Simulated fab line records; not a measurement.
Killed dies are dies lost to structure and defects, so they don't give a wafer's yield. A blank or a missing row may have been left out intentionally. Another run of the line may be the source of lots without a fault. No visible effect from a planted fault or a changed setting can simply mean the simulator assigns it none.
Chamber matching + flow nandHarc + rieDiel-09 running NHARC_THIN_TSV_ETCH_44: 4 sister chambers
The step etches the open film in CF4/O2, target depth 1594.2 nm, time 797.1 s. 16 wafers are shown with their chamber, then 8 later ones without.

== WAFERS PAIRED WITH THEIR CHAMBERS ==
| wafer  | chamber | drypumpMotorCurrentA (A) | rfVppV (V) | oesProductAu (a.u.) |
|--------|---------|--------------------------|------------|---------------------|
| L452.1 | 0       | 6.2                      | 802        | 1.001               |
| L452.4 | 2       | 5.3                      | 788        | 0.990               |
| L452.6 | 1       | 6.1                      | 802        | 0.987               |
| L451.1 | 2       | 5.3                      | 789        | 0.986               |
| L451.4 | 3       | 6.0                      | 796        | 1.008               |
| L451.6 | 3       | 6.0                      | 796        | 1.012               |
| L462.1 | 3       | 6.0                      | 798        | 1.016               |
| L462.2 | 2       | 5.3                      | 789        | 0.994               |
| L462.5 | 1       | 6.1                      | 800        | 1.000               |
| L459.1 | 2       | 5.3                      | 789        | 0.991               |
| L459.4 | 0       | 6.2                      | 800        | 1.009               |
| L459.6 | 2       | 5.2                      | 788        | 0.995               |
| L463.1 | 2       | 5.3                      | 790        | 0.990               |
| L463.2 | 0       | 6.2                      | 800        | 0.999               |
| L463.4 | 3       | 6.0                      | 797        | 1.006               |
| L464.1 | 2       | 5.3                      | 788        | 0.993               |

SIGNATURES (averages over the wafers above)
| reading              | chamber 0 | chamber 1 | chamber 2 | chamber 3 | scatter within a chamber |
|----------------------|-----------|-----------|-----------|-----------|--------------------------|
| drypumpMotorCurrentA | 6.200     | 6.100     | 5.286     | 6.000     | 0.0267                   |
| rfVppV               | 800.67    | 801.00    | 788.71    | 796.75    | 0.951                    |
| oesProductAu         | 1.00300   | 0.99350   | 0.99129   | 1.01050   | 0.00461                  |
Rule: for a wafer and a chamber, the distance is found by dividing, reading by reading, the gap between the wafer's reading and the chamber's mean by the reading's scatter, squaring, summing and taking the root. If the next closest chamber is less than 2 further off than the closest, the wafer can't be placed; otherwise it belongs to the closest. The scatter is the square root of a quotient: the sum, over the shown wafers, of each reading's squared deviation from its chamber's mean, divided by wafers minus chambers.

== WAFERS WITHOUT THEIR CHAMBER ==
| wafer  | drypumpMotorCurrentA (A) | rfVppV (V) | oesProductAu (a.u.) |
|--------|--------------------------|------------|---------------------|
| L464.3 | 6.1                      | 800        | 0.994               |
| L464.4 | 6.2                      | 798        | 1.001               |
| L469.2 | 5.3                      | 788        | 0.990               |
| L469.4 | 6.1                      | 800        | 0.991               |
| L469.5 | 6.2                      | 799        | 0.998               |
| L468.1 | 5.3                      | 787        | 1.002               |
| L468.2 | 6.1                      | 801        | 0.997               |
| L468.6 | 5.3                      | 789        | 1.004               |

== EACH ONE'S CHAMBER ==
| wafer  | from the rows above | in truth |
|--------|---------------------|----------|
| L464.3 | 1                   | 1        |
| L464.4 | 0                   | 0        |
| L469.2 | 2                   | 2        |
| L469.4 | 1                   | 1        |
| L469.5 | 0                   | 0        |
| L468.1 | 2                   | 2        |
| L468.2 | 1                   | 1        |
| L468.6 | 2                   | 2        |
Correctly placed: 8 of 8. Left unplaced by these rows: 0. 0 placed wrongly.
